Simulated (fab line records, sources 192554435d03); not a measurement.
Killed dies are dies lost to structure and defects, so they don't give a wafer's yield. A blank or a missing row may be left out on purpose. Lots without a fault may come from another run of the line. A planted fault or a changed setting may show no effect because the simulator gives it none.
Split-lot experiment | flow n5_finfet | 7 lots, 21 wafers read, on a route of 1938 steps

THE SPLIT
At N5_BEOL_M0_SAQP_HM_DEP_02 (deposits TiN, target thk 12 nm), the setting target_thk_a was moved away from the recipe's 120 angstrom on 6 of the 21 wafers read, by -13.3% to +10.1%. The other wafers ran this setting at the recipe's value.

The reading is taken at the split's own step.

THE READING
TiN_of_BEOL_M0_SAQP_HM_DEP_02.thk_nm (the simulator's own value, which no gauge read), in nm, at N5_BEOL_M0_SAQP_HM_DEP_02 (deposits TiN, target thk 12 nm). The file gives no usual value for it. The 15 wafers here that ran the recipe average 12.0 nm, standard deviation 0.2 nm.

wafer  | tool, chamber at the split | target_thk_a as run, angstrom | against the recipe | TiN_of_BEOL_M0_SAQP_HM_DEP_02.thk_nm, nm | against lot-mates on the recipe
L078.1 | pvd_sputter-01, -          | 120                           | recipe             | 11.8                                     | -
L078.5 | pvd_sputter-01, -          | 120                           | recipe             | 11.8                                     | -
L078.4 | pvd_sputter-01, -          | 120                           | recipe             | 12                                       | -
L081.4 | pvd_sputter-02, -          | 112.6                         | -6.2%              | 11.4                                     | -0.8
L081.6 | pvd_sputter-02, -          | 112.6                         | -6.2%              | 11.4                                     | -0.8
L081.5 | pvd_sputter-02, -          | 120                           | recipe             | 12.2                                     | -
L082.1 | pvd_sputter-02, -          | 120                           | recipe             | 12.2                                     | -
L082.2 | pvd_sputter-02, -          | 120                           | recipe             | 12.2                                     | -
L082.6 | pvd_sputter-02, -          | 120                           | recipe             | 12.4                                     | -
L085.2 | pvd_sputter-01, -          | 120                           | recipe             | 11.8                                     | -
L085.6 | pvd_sputter-01, -          | 120                           | recipe             | 11.8                                     | -
L085.5 | pvd_sputter-01, -          | 129.6                         | +8.0%              | 12.6                                     | +0.8
L090.1 | pvd_sputter-03, -          | 120                           | recipe             | 11.8                                     | -
L090.3 | pvd_sputter-03, -          | 132.1                         | +10.1%             | 13.4                                     | +1.5
L090.5 | pvd_sputter-03, -          | 120                           | recipe             | 12                                       | -
L091.3 | pvd_sputter-03, -          | 120                           | recipe             | 12.2                                     | -
L091.6 | pvd_sputter-03, -          | 120                           | recipe             | 12.2                                     | -
L091.4 | pvd_sputter-03, -          | 104.1                         | -13.3%             | 10.6                                     | -1.6
L094.1 | pvd_sputter-03, -          | 120                           | recipe             | 12                                       | -
L094.2 | pvd_sputter-03, -          | 120                           | recipe             | 12.2                                     | -
L094.4 | pvd_sputter-03, -          | 114.1                         | -4.9%              | 11.6                                     | -0.5

THE FIT
A straight line over all 21 wafers: TiN_of_BEOL_M0_SAQP_HM_DEP_02.thk_nm changes by +0.107 nm for each +1% of target_thk_a; r = +0.93; the points scatter about the line by 0.2 nm.
The same after taking each lot's own level away (the mean of its wafers on the recipe; 21 wafers): +0.125 nm for each +1%; r = +0.99; scatter 0.1 nm.
On that fit, the largest move of target_thk_a shifts the reading by 1.7 nm.
The lots' own levels span 11.80 to 12.27 nm, that is 2.4 times the standard deviation above.
So the lot-to-lot level changes the slope: the two fits differ.
Check: with one of the wafers moved furthest among these (-13.3%) left out of the fit, the line predicts -1.68 nm for it against its lot-mates. It came out at -1.6 nm against them.

OTHER SPLITS ON THESE WAFERS
These wafers also went through other splits before the reading. Each is held against what the fit with the lots' levels taken away leaves over:
other split on the same wafers          | wafers away from the commonest value | r with TiN_of_BEOL_M0_SAQP_HM_DEP_02.thk_nm (lot level and that fit taken away)
N5_HKMG_FIN_DEVELOP_48 develop_time_s   | 4                                    | +0.09
N5_GATE_CUT_ETCH_58 bias_w              | 10                                   | -0.28
N5_MOL_CONTACT_COAG_ETCH_105 bias_w     | 7                                    | -0.28
N5_MOL_CONTACT_COAG_ETCH_15 source_w    | 7                                    | +0.06
N5_MOL_CONTACT_COAG_VIA_ETCH_117 bias_w | 3                                    | -0.11
N5_MOL_CONTACT_COAG_ETCH_124 bias_w     | 7                                    | +0.03

THE FILE'S OWN FIT
TiN_of_BEOL_M0_SAQP_HM_DEP_02.thk_nm changes by +0.124 nm for each +1% of target_thk_a, r = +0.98.
